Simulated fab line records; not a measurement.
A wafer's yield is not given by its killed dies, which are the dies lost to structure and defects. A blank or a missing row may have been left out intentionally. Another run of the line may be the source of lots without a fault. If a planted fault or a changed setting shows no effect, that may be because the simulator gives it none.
fab line records    flow n5Finfet
record: lots: 6  wafers: 18  lastDay: 16
route steps=1938 shown BEOL_M1@840 BEOL_M2@841
lots untouched by any fault: they come from a run of this same line in which no faults occurred
startH: hours from the record's first day to the start of the lot's first wafer shown    waitH: hours since the lot's step before    " same as the row above    L1.1+2: several wafers, shown together as one row    - no value present, or no start provided    * or withheld: withheld    < > ~ a bound
route shown NAME@n: NAME is a module with steps in the file, n the number in the route of the first one    usual: the fault-free wafers' mean and standard deviation    same: alike in all rows    chamber/n: place in a boat    sites: the reading at each site    _std_site: the values' standard deviation    _edge_site: outer sites' mean less inner sites'    radiusMm: how far each site lies from the wafer's centre    mask NAME#n: copy n    behind: the tool/chamber that last shaped the wafer    hold: the reason the lot was held/the length of the hold in hours/how it ended    device: names the non-switching transistor (n, p or np)    end of line: tests run on the same wafers once the route is complete    a step with no rows: only its recipe    killed: the dies lost at the first sort to structure and to defects; this is not the yield of the wafer    map: a wafer's dies, marking killed ones x, the rest . and places with no die _
set.NAME: the setting that was run; set.NAME@STEP: the one run at that earlier step    model.NAME: the simulator's own value behind a step, which no gauge read
certain route steps with their lots: each step a table, each wafer a row
services: the hour from which a tool's chamber was out of use, counted from the record's first day as startH (under 0 if before that day), plus the number of hours and why
== steps ==
step: N5_BEOL_M1_INSPECT_59
recipe: inspectInstrument: darkfield  mode: postDep
usual: rawDefectCount: 75/23
lot.wafer  tool              chamber  startH  waitH  rawDefectCount
L308.1     defectInspect-01  -        156.64  0.0    47
L308.4     "                 -        "       "      66
L308.5     "                 -        "       "      105
L317.1     defectInspect-02  -        206.90  0.0    69
L317.4     "                 -        "       "      68
L317.5     "                 -        "       "      78
L319.1     defectInspect-01  -        213.79  0.0    69
L319.2     "                 -        "       "      64
L319.3     "                 -        "       "      71
L320.2     defectInspect-01  -        221.10  0.0    124
L320.4     "                 -        "       "      78
L320.6     "                 -        "       "      84
L322.1     defectInspect-01  -        237.68  0.0    78
L322.3     "                 -        "       "      65
L322.5     "                 -        "       "      79
L324.1     defectInspect-01  -        243.84  0.0    68
L324.3     "                 -        "       "      50
L324.6     "                 -        "       "      107
step: N5_BEOL_M2_ILD_DEP_00
recipe: material: SiOC  targetThkA: 790  tempC: 350  precursor: DEMS/O2  pressureTorr: 5  rfW: 500  timeS: 15.3
usual: heaterPowerW: 443/63  showerheadPlenumPTorr: 5.694/0.022  throttleValvePct: 12.0/1.2
lot.wafer  tool      chamber  startH  waitH  heaterPowerW  showerheadPlenumPTorr  throttleValvePct
L308.1     pecvd-03  1        156.68  0.0    459           5.673                  11.1
L308.4     "         0        "       "      345           5.712                  13.3
L308.5     "         2        "       "      468           5.678                  11.1
L317.1     pecvd-02  1        206.93  0.0    367           5.725                  13.4
L317.4     "         0        "       "      430           5.699                  11.1
L317.5     "         1        "       "      380           5.724                  13.7
L319.1     pecvd-02  1        213.83  0.0    407           5.703                  13.8
L319.2     "         0        "       "      425           5.713                  11.2
L319.3     "         2        "       "      449           5.677                  11.1
L320.2     pecvd-03  1        221.13  0.0    498           5.663                  10.5
L320.4     "         0        "       "      317           5.706                  13.5
L320.6     "         2        "       "      442           5.686                  10.9
L322.1     pecvd-03  1        237.72  0.0    461           5.672                  10.9
L322.3     "         2        "       "      469           5.680                  11.2
L322.5     "         1        "       "      475           5.660                  11.2
L324.1     pecvd-03  0        243.88  0.0    379           5.725                  13.5
L324.3     "         1        "       "      478           5.679                  11.2
L324.6     "         2        "       "      381           5.675                  11.1
step: N5_BEOL_M2_THK_MEAS_01
recipe: reads: SiOC_of_BEOL_M2_ILD_DEP_00
usual: M2_ILD_THK: 79.1/1.3
lot.wafer  tool          chamber  startH  waitH  M2_ILD_THK[nm]
L308.1     filmMetro-02  -        156.75  0.0    77.9
L308.4     "             -        "       "      78.4
L308.5     "             -        "       "      80.1
L317.1     filmMetro-02  -        207.00  0.0    78.7
L317.4     "             -        "       "      80.1
L317.5     "             -        "       "      81.6
L319.1     filmMetro-01  -        213.90  0.0    78.5
L319.2     "             -        "       "      80.1
L319.3     "             -        "       "      78.6
L320.2     filmMetro-02  -        221.20  0.1    79.1
L320.4     "             -        "       "      77.3
L320.6     "             -        "       "      79.4
L322.1     filmMetro-02  -        237.78  0.0    78.1
L322.3     "             -        "       "      79.1
L322.5     "             -        "       "      79.7
L324.1     filmMetro-02  -        243.94  0.0    77.1
L324.3     "             -        "       "      77.2
L324.6     "             -        "       "      80.5
step: N5_BEOL_M2_PECVD_72
recipe: material: SiO2  targetThkA: 160  tempC: 400  precursor: TEOS/O2  pressureTorr: 5.5  rfW: 450  teosFlowSccm: 53.8  gas: O2  flowSccm: 3000  timeS: 18
usual: heaterPowerW: 687/94  showerheadPlenumPTorr: 8.80/0.1  throttleValvePct: 22.8/2
lot.wafer  tool      chamber  startH  waitH  heaterPowerW  showerheadPlenumPTorr  throttleValvePct
L308.1     pecvd-01  2        156.79  0.0    718           8.68                   24.9
L308.4     "         2        "       "      748           8.69                   25.0
L308.5     "         1        "       "      804           8.82                   24.2
L317.1     pecvd-03  1        207.04  0.0    738           8.70                   20.4
L317.4     "         0        "       "      507           8.88                   25.7
L317.5     "         2        "       "      611           8.72                   20.6
L319.1     pecvd-01  1        213.94  0.0    817           8.84                   24.7
L319.2     "         0        "       "      710           8.91                   21.8
L319.3     "         1        "       "      807           8.81                   24.1
L320.2     pecvd-01  1        221.24  0.0    839           8.84                   24.2
L320.4     "         1        "       "      822           8.80                   24.3
L320.6     "         0        "       "      698           8.94                   21.8
L322.1     pecvd-01  1        237.82  0.0    815           8.83                   24.4
L322.3     "         0        "       "      647           8.93                   21.6
L322.5     "         0        "       "      634           8.92                   22.1
L324.1     pecvd-02  0        243.98  0.0    664           8.80                   21.0
L324.3     "         1        "       "      628           8.93                   25.4
L324.6     "         2        "       "      619           8.70                   21.2
step: N5_BEOL_M2_HM_DEP_02
recipe: material: TiN  targetThkA: 200  tempC: 25  chamberPressurePa: 0.49996
usual: throttleValvePct: 29.6/1.1
lot.wafer  tool           chamber  startH  waitH  throttleValvePct
L308.1     pvdSputter-03  -        157.21  0.4    27.5
L308.4     "              -        "       "      29.1
L308.5     "              -        "       "      27.6
L317.1     pvdSputter-01  -        209.45  2.4    30.3
L317.4     "              -        "       "      30.5
L317.5     "              -        "       "      30.5
L319.1     pvdSputter-02  -        214.53  0.6    30.4
L319.2     "              -        "       "      30.1
L319.3     "              -        "       "      30.7
L320.2     pvdSputter-03  -        225.28  4.0    29.2
L320.4     "              -        "       "      27.6
L320.6     "              -        "       "      28.9
L322.1     pvdSputter-02  -        238.15  0.3    29.1
L322.3     "              -        "       "      30.3
L322.5     "              -        "       "      30.3
L324.1     pvdSputter-01  -        245.06  1.1    31.6
L324.3     "              -        "       "      28.0
L324.6     "              -        "       "      28.0
step: N5_BEOL_M2_COAT_61
recipe: resist: SOC  tempC: 250  timeS: 60  spinRpm: 1500  resistThkNm: 60
step: N5_BEOL_M2_COAT_62
recipe: resist: SiARC  tempC: 220  timeS: 60  spinRpm: 1500  resistThkNm: 12
step: N5_BEOL_M2_COAT_73
recipe: resist: underlayer  tempC: 205  timeS: 60  spinRpm: 1500  resistThkNm: 5
step: N5_BEOL_M2_COAT_05
recipe: resist: CAR-EUV  spinRpm: 1500  resistThkNm: 30
step: N5_BEOL_M2_EBR_07
recipe: solvent: PGMEA  ebrWidthMm: 1.5
step: N5_BEOL_M2_SOFTBAKE_06
recipe: tempC: 110  timeS: 60  resist: CAR-EUV
step: N5_BEOL_M2_EXPOSE_08
recipe: maskId: M2  na: 0.33  sourceShape: dipole  sigmaInner: 0.369  sigmaOuter: 0.767  polarization: unpolarized  doseMj: 41.25
step: N5_BEOL_M2_PEB_09
recipe: pebTempC: 100  pebTimeS: 60  resist: CAR-EUV
usual: chillPlateTempC: 22.98/0.1  exhaustPa: 44.9/0.9
lot.wafer  tool           chamber  startH  waitH  chillPlateTempC  exhaustPa
L308.1     lithoTrack-03  0        157.54  0.1    22.89            44.3
L308.4     "              0        "       "      22.88            44.1
L308.5     "              0        "       "      22.97            44.6
L317.1     lithoTrack-01  -        209.90  0.1    -                -
L317.4     "              -        "       "      -                -
L317.5     "              -        "       "      -                -
L319.1     lithoTrack-05  -        214.98  0.1    -                -
L319.2     "              -        "       "      -                -
L319.3     "              -        "       "      -                -
L320.2     lithoTrack-01  0        225.61  0.1    22.96            44.7
L320.4     "              0        "       "      22.98            45.2
L320.6     "              0        "       "      22.93            44.0
L322.1     lithoTrack-01  0        238.48  0.1    22.92            45.0
L322.3     "              0        "       "      22.98            46.6
L322.5     "              0        "       "      23.07            46.5
L324.1     lithoTrack-03  0        245.51  0.1    22.91            46.4
L324.3     "              0        "       "      23.00            44.7
L324.6     "              0        "       "      23.12            46.3
step: N5_BEOL_M2_DEVELOP_10
recipe: developTimeS: 30  developer: TMAH  resist: CAR-EUV  rinseLiquid: surfactantRinse  dry: airSpin  devTempC: 23
== services ==
tool           chamber  startH  hours  kind
pecvd-02       -        156.71  0.9    repair
lithoTrack-03  -        157.79  -      consumableReplace:filter
pvdSputter-01  -        166.67  1.7    repair
pecvd-03       -        174.60  0.8    pm
pecvd-03       -        182.50  5.7    repair
pecvd-01       0        193.17  7.0    repair
pecvd-01       2        202.38  -      clean
pecvd-01       2        202.38  -      consumableReplace:showerhead
pecvd-01       2        202.38  29.0   scheduledDown
pecvd-01       2        202.38  29.0   ventCycle
pecvd-03       2        209.27  11.5   repair
pecvd-03       1        212.26  4.4    repair
pecvd-03       1        244.59  14.5   repair
== key ==
firstSign: step: N5_BEOL_M2_PEB_09  reading: toolRecord  direction: missing
effect none on later readings
metAt N5_BEOL_M2_PEB_09
struckWafers L317.1,L317.4,L317.5,L319.1,L319.2,L319.3
laterRowsLeftOut L317.1,L317.4,L317.5,L319.1,L319.2,L319.3
sortLeftOut L317.1,L317.4,L317.5,L319.1,L319.2,L319.3
fault: kind: skippedStepWhole  tool: lithoTrack-01,lithoTrack-05  chamber: -  onsetH: 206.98  steps: N5_BEOL_M2_PEB_09  scope: struckLotsOnly
sortLeftOut: the simulated sort isn't trusted on such a fault, so these wafers' sort isn't shown, and their yield isn't known
laterRowsLeftOut: the simulator's readings of these wafers behind a module that went badly wrong aren't trusted and aren't shown, but for the sort
